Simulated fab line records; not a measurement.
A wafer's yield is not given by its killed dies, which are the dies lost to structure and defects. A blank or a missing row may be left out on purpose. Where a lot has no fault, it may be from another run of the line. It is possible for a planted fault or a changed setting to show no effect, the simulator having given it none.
Which tool was responsible? :: flow n5-finfet :: 30 wafers from 10 lots sampled at 2 of the route's 1938 steps

== WHAT THE GAUGES READ, wafer by wafer ==
N5_BEOL_M7_THK_MEAS_01. Usual: M7_ILD_THK 155.2 nm, standard deviation 2.1.
lot: L558
measured: day 9 03:37
on: film-metro-01
M7_ILD_THK (nm): 157.4 156.2 157.2
flag: 

lot: L560
measured: day 10 04:29
on: film-metro-01
M7_ILD_THK (nm): 153.1 150.2 154.3
flag: 

lot: L562
measured: day 10 14:40
on: film-metro-02
M7_ILD_THK (nm): 153.5 157.2 154.9
flag: 

lot: L564
measured: day 11 04:21
on: film-metro-01
M7_ILD_THK (nm): 154.9 157.5 154.6
flag: 

lot: L567
measured: day 12 14:13
on: film-metro-01
M7_ILD_THK (nm): 156.8 156.1 156.5
flag: 

lot: L570
measured: day 13 05:00
on: film-metro-02
M7_ILD_THK (nm): 155.3 151.4 153.3
flag: 

lot: L573
measured: day 13 06:17
on: film-metro-02
M7_ILD_THK (nm): 154.1 156.9 157.1
flag: 

lot: L574
measured: day 13 08:12
on: film-metro-02
M7_ILD_THK (nm): 152.0 153.3 155.4
flag: 

lot: L578
measured: day 14 13:23
on: film-metro-01
M7_ILD_THK (nm): 152.1 154.8 158.2
flag: 

lot: L580
measured: day 15 11:59
on: film-metro-01
M7_ILD_THK (nm): 154.9 152.5 157.1
flag: 

N5_BEOL_M7_OVL_MEAS_12. Usual: M7_OVL 0.1 nm, standard deviation 0.82.
lot: L558
measured: day 9 04:15
on: overlay-02
M7_OVL (nm): -0.4 0.2 0.5
flag: 

lot: L560
measured: day 10 05:33
on: overlay-01
M7_OVL (nm): -0.2 -0.4 -0.8
flag: 

lot: L562
measured: day 10 16:18
on: overlay-02
M7_OVL (nm): -0.2 0.3 -0.2
flag: 

lot: L564
measured: day 11 05:56
on: overlay-01
M7_OVL (nm): 0.6 1.0 0.7
flag: 

lot: L567
measured: day 12 15:30
on: overlay-01
M7_OVL (nm): 0.3 1.1 -0.5
flag: 

lot: L570
measured: day 13 07:38
on: overlay-02
M7_OVL (nm): 1.1 0.3 1.3
flag: 

lot: L573
measured: day 13 07:59
on: overlay-01
M7_OVL (nm): -0.8 0.0 0.0
flag: 

lot: L574
measured: day 13 10:34
on: overlay-01
M7_OVL (nm): -0.5 -0.3 0.4
flag: 

lot: L578
measured: day 14 15:23
on: overlay-01
M7_OVL (nm): -0.3 0.0 -0.6
flag: 

lot: L580
measured: day 15 12:57
on: overlay-02
M7_OVL (nm): 0.3 1.6 0.9
flag: 

== EACH LOT AND THE TOOL THAT RAN IT (in order: tool; ch and the chambers of the sampled wafers; start) ==
Before these readings, the record contains no process step.

== WHAT THE TOOLS THEMSELVES READ (means of the sampled wafers that have a number; where no wafer has one, the mark that the record gives instead) ==
The record holds no such reading with a usual standard deviation.

== THE ANSWER, worked out from the rows above alone ==
Rule: a lot counts as off when the mean over its wafers that have a number is more than 3 standard deviations away from the usual mean. Also off: a lot with no number at a reading for which 4 or more lots have one. Any other lot the step has rows for is counted as sound. First the gauges in route order, then the tools' own readings, where a lot's mean is used as printed above. The first step at which some lot is off is used, and at that step the reading that is off furthest; a lot without a number counts as furthest.
Across all readings shown, no lot is off: no conclusion can be drawn from this.

== WHAT HAD BEEN PUT IN BY THE SIMULATOR ==
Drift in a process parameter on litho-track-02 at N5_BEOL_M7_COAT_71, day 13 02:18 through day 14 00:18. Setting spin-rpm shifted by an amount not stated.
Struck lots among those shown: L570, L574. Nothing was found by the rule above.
